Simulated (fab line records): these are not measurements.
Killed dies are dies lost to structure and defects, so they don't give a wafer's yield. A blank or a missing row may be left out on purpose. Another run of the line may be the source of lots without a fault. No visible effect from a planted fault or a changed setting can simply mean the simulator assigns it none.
Lot-split experiment -- flow n5 finfet -- 39 wafers read across 7 lots, on a route 1938 steps long

## ABOUT THE SPLIT
At N5_BEOL_M9_HM_DEP_02 (deposits TiN, target thk 20 nm), the setting target thk a was moved away from the recipe's 200 angstrom on 15 of the 39 wafers read, by -48.3% to -23.6%. All remaining wafers had this setting at the recipe value.

## FROM THE SPLIT TO THE READING: what the file shows between them, 4 steps
- N5_BEOL_M9_COAT_59: time 60 s, resist thk 100 nm
- N5_BEOL_M9_COAT_60: time 60 s, resist thk 30 nm
- N5_BEOL_M9_STRIP_68: strips in N2/H2
- N5_BEOL_M9_STRIP_67: strips in CF4

## THE READING
etch.depth nm (the simulator's own value, which no gauge read), in nm, at N5_BEOL_M9_HM_OPEN_17 (chemistry Cl2/BCl3, target TiN, target depth 20 nm, overetch 6 nm). The file gives no usual value for it. Average 20.15 nm, standard deviation 0.18 nm, over the 24 wafers here run with the recipe.

wafer,"tool, chamber at the split","target thk a as run, angstrom",against the recipe,"etch.depth nm, nm",against lot-mates on the recipe
L083.1,"pvd sputter-02, -",200,recipe,20.32,-
L083.2,"pvd sputter-02, -",200,recipe,20.08,-
L083.3,"pvd sputter-02, -",200,recipe,20.19,-
L083.4,"pvd sputter-02, -",200,recipe,20.03,-
L083.5,"pvd sputter-02, -",200,recipe,20.27,-
L083.6,"pvd sputter-02, -",200,recipe,20.12,-
L084.1,"pvd sputter-01, -",200,recipe,20.27,-
L084.2,"pvd sputter-01, -",149.3,-25.3%,15.08,-5.11
L084.3,"pvd sputter-01, -",149.3,-25.3%,14.97,-5.22
L084.4,"pvd sputter-01, -",149.3,-25.3%,15.11,-5.08
L084.5,"pvd sputter-01, -",200,recipe,20.17,-
L084.6,"pvd sputter-01, -",200,recipe,20.14,-
L085.1,"pvd sputter-01, -",200,recipe,20.22,-
L085.4,"pvd sputter-01, -",200,recipe,20.69,-
L085.6,"pvd sputter-01, -",200,recipe,20.34,-
L086.1,"pvd sputter-03, -",152.8,-23.6%,15.13,-4.77
L086.2,"pvd sputter-03, -",152.8,-23.6%,15.14,-4.76
L086.3,"pvd sputter-03, -",152.8,-23.6%,15.09,-4.81
L086.4,"pvd sputter-03, -",200,recipe,19.85,-
L086.5,"pvd sputter-03, -",200,recipe,19.86,-
L086.6,"pvd sputter-03, -",200,recipe,20,-
L095.1,"pvd sputter-01, -",200,recipe,20.36,-
L095.2,"pvd sputter-01, -",200,recipe,19.99,-
L095.3,"pvd sputter-01, -",200,recipe,20.22,-
L095.4,"pvd sputter-01, -",136,-32.0%,13.77,-6.42
L095.6,"pvd sputter-01, -",136,-32.0%,13.77,-6.42
L095.5,"pvd sputter-01, -",136,-32.0%,13.74,-6.45
L091.1,"pvd sputter-01, -",125.6,-37.2%,12.79,-7.35
L091.2,"pvd sputter-01, -",200,recipe,19.99,-
L091.3,"pvd sputter-01, -",200,recipe,20.24,-
L091.4,"pvd sputter-01, -",125.6,-37.2%,12.57,-7.57
L091.5,"pvd sputter-01, -",200,recipe,20.18,-
L091.6,"pvd sputter-01, -",125.6,-37.2%,12.68,-7.46
L089.1,"pvd sputter-03, -",103.5,-48.3%,10.28,-9.71
L089.2,"pvd sputter-03, -",200,recipe,20,-
L089.3,"pvd sputter-03, -",103.5,-48.3%,10.37,-9.62
L089.4,"pvd sputter-03, -",200,recipe,20.03,-
L089.5,"pvd sputter-03, -",200,recipe,19.95,-
L089.6,"pvd sputter-03, -",103.5,-48.3%,10.26,-9.73

THE FIT
A straight line over all 39 wafers: etch.depth nm changes by +0.203 nm for each +1% of target thk a; r = +1.00; the points scatter about the line by 0.17 nm.
The same after taking each lot's own level away (the mean of its wafers on the recipe; 39 wafers): +0.201 nm for each +1%; r = +1.00; scatter 0.1 nm.
The reading moves by 9.7 nm for the largest change in target thk a, on that fit.
Across the lots, their own levels run from 19.903 to 20.417 nm, a range of 2.8 times the standard deviation given above.
The two slopes agree, so the slope changes little with the lot-to-lot level.
Check: for one of the wafers moved furthest among these (-48.3%), held out of the fit, the line's prediction against its lot-mates is -9.7 nm. Against them it came out at -9.71 nm.

## THE WHOLE CHAIN: every reading that the file lists as answering this split, in the file's order
step,what it does,reading,change (the file's fit),r (the file's)
N5_BEOL_M9_HM_DEP_02,"deposits TiN, target thk 20 nm","TiN_of_BEOL_M9_HM_DEP_02.thk nm (the simulator's own value, which no gauge read)",+0.201 nm for each +1% of the setting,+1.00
N5_BEOL_M9_HM_OPEN_17,"chemistry Cl2/BCl3, target TiN, target depth 20 nm, overetch 6 nm","etch.depth nm (the simulator's own value, which no gauge read)",+0.201 nm for each +1% of the setting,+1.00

## FILE'S OWN FIT
etch.depth nm changes by +0.201 nm for each +1% of target thk a, r = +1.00.
